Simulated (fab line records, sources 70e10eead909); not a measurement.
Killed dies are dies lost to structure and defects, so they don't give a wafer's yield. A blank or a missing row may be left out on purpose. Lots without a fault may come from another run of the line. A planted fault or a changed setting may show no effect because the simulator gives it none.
Which tool did it? | flow nand_harc | 24 lots, 72 wafers sampled, at 2 steps of a route of 1302

WHAT THE GAUGES READ, wafer by wafer
NHARC_A_M1_CD_MEAS_16.
lot  | measured     | on        | cd_nm (nm)
L074 | day 22 13:42 | cd_sem-01 | 120.3 118.4 118.3
L075 | day 23 02:04 | cd_sem-01 | 121.7 120.5 119.5
L076 | day 23 11:15 | cd_sem-02 | 119.9 120.0 119.0
L077 | day 23 15:37 | cd_sem-02 | 120.1 119.8 120.4
L078 | day 23 17:38 | cd_sem-03 | 120.7 119.8 119.4
L079 | day 24 19:07 | cd_sem-02 | 118.0 122.7 121.7
L081 | day 25 14:14 | cd_sem-02 | 121.1 119.2 120.7
L080 | day 25 15:40 | cd_sem-03 | 120.7 118.7 120.3
L082 | day 26 07:35 | cd_sem-02 | 119.4 120.8 119.6
L084 | day 27 01:24 | cd_sem-03 | 119.4 120.6 119.6
L083 | day 27 08:07 | cd_sem-02 | 121.5 119.9 119.8
L085 | day 27 13:53 | cd_sem-01 | 119.1 118.2 119.0
L087 | day 27 16:10 | cd_sem-01 | 120.6 118.3 122.1
L086 | day 27 18:19 | cd_sem-02 | 119.0 120.3 118.8
L089 | day 28 11:16 | cd_sem-02 | 121.9 120.0 119.8
L088 | day 28 13:03 | cd_sem-01 | 121.1 119.4 121.4
L090 | day 29 11:26 | cd_sem-01 | 119.9 121.6 119.3
L091 | day 29 12:48 | cd_sem-02 | 122.4 117.8 122.3
L093 | day 30 18:41 | cd_sem-01 | 120.8 119.9 120.8
L094 | day 30 21:28 | cd_sem-01 | 119.7 120.9 121.7
L092 | day 31 04:59 | cd_sem-03 | 119.6 121.8 119.9
L095 | day 31 14:59 | cd_sem-03 | 118.2 119.3 119.3
L096 | day 31 15:55 | cd_sem-03 | 119.3 119.3 121.9
L097 | day 32 03:56 | cd_sem-02 | 120.4 120.8 119.6

WHICH TOOL RAN EACH LOT (tool, then ch and the chambers of the sampled wafers, then the start)
lot  | NHARC_A_M1_ETCH_15
L074 | rie_diel-10 ch 0,1,3, day 22 13:42 or earlier
L075 | rie_diel-10 ch 0,1, day 23 02:04 or earlier
L076 | rie_diel-01 ch 0,2,3, day 23 11:15 or earlier
L077 | rie_diel-02 ch 1,2, day 23 15:37 or earlier
L078 | rie_diel-02 ch 0,2, day 23 17:38 or earlier
L079 | rie_diel-10 ch 0,1,3, day 24 19:07 or earlier
L081 | rie_diel-10 ch 2,3, day 25 14:14 or earlier
L080 | rie_diel-10 ch 1,3, day 25 15:40 or earlier
L082 | rie_diel-01 ch 0,2, day 26 07:35 or earlier
L084 | rie_diel-02 ch 0,2, day 27 01:24 or earlier
L083 | rie_diel-02 ch 0,2,3, day 27 08:07 or earlier
L085 | rie_diel-10 ch 0,1,3, day 27 13:53 or earlier
L087 | rie_diel-10 ch 0,1, day 27 16:10 or earlier
L086 | rie_diel-01 ch 0,3, day 27 18:19 or earlier
L089 | rie_diel-02 ch 0,2,3, day 28 11:16 or earlier
L088 | rie_diel-01 ch 0,1, day 28 13:03 or earlier
L090 | rie_diel-01 ch 0,1,2, day 29 11:26 or earlier
L091 | rie_diel-10 ch 0,1,3, day 29 12:48 or earlier
L093 | rie_diel-10 ch 2,3, day 30 18:41 or earlier
L094 | rie_diel-10 ch 2,3, day 30 21:28 or earlier
L092 | rie_diel-02 ch 0,2,3, day 31 04:59 or earlier
L095 | rie_diel-02 ch 0,3, day 31 14:59 or earlier
L096 | rie_diel-02 ch 2,3, day 31 15:55 or earlier
L097 | rie_diel-01 ch 0,2,3, day 32 03:56 or earlier
- NHARC_A_M1_ETCH_15: etches the open film in C4F8/Ar, target depth 182.5 nm, time 91.2 s.

WHAT THE TOOLS THEMSELVES READ (means of the sampled wafers that have a number; where no wafer has one, the mark that the record gives instead)
NHARC_A_M1_ETCH_15.
lot  | tool        | oes_product_au (a.u.) | rf_vpp_V (V)
L074 | rie_diel-10 | 0.925                 | 442.7
L075 | rie_diel-10 | 0.958                 | 442.9
L076 | rie_diel-01 | 0.922                 | 439.1
L077 | rie_diel-02 | 0.947                 | 440.3
L078 | rie_diel-02 | 0.960                 | 439.2
L079 | rie_diel-10 | 0.975                 | 441.4
L081 | rie_diel-10 | 0.970                 | 441.2
L080 | rie_diel-10 | 0.921                 | 442.5
L082 | rie_diel-01 | 0.954                 | 442.9
L084 | rie_diel-02 | 0.956                 | 437.5
L083 | rie_diel-02 | 0.928                 | 437.9
L085 | rie_diel-10 | 0.956                 | 442.4
L087 | rie_diel-10 | 0.972                 | 441.4
L086 | rie_diel-01 | 0.943                 | 442.2
L089 | rie_diel-02 | 0.924                 | 438.5
L088 | rie_diel-01 | 0.969                 | 443.8
L090 | rie_diel-01 | 0.916                 | 441.9
L091 | rie_diel-10 | 0.965                 | 443.1
L093 | rie_diel-10 | 0.971                 | 441.5
L094 | rie_diel-10 | 0.933                 | 442.0
L092 | rie_diel-02 | 0.957                 | 438.7
L095 | rie_diel-02 | 0.916                 | 437.5
L096 | rie_diel-02 | 0.974                 | 438.3
L097 | rie_diel-01 | 0.963                 | 440.2

THE ANSWER, worked out from the rows above alone
Rule: what is usual is taken from the lots themselves. Put in order of their means at a reading, lots are off if they are a third of the lots or fewer, leave a main group of 4 or more, and stand apart from it by a gap of 3 or more times the standard deviation of the main group's means; of several such gaps the widest counts. A main group whose means are all the same, to the digits that the tables above print for the reading, isn't used. A lot without any number at a reading at which 4 lots or more have one is off too. The other lots that the step has rows for count as sound. The gauges are gone through in route order, then the tools' own readings, and for those a lot's mean is taken as printed above. The first step at which some lot is off is used, and at that step the reading that is off furthest; a lot without a number counts as furthest.
No lot is off at any reading shown: from this, nothing can be told.

WHAT THE SIMULATOR HAD PUT IN
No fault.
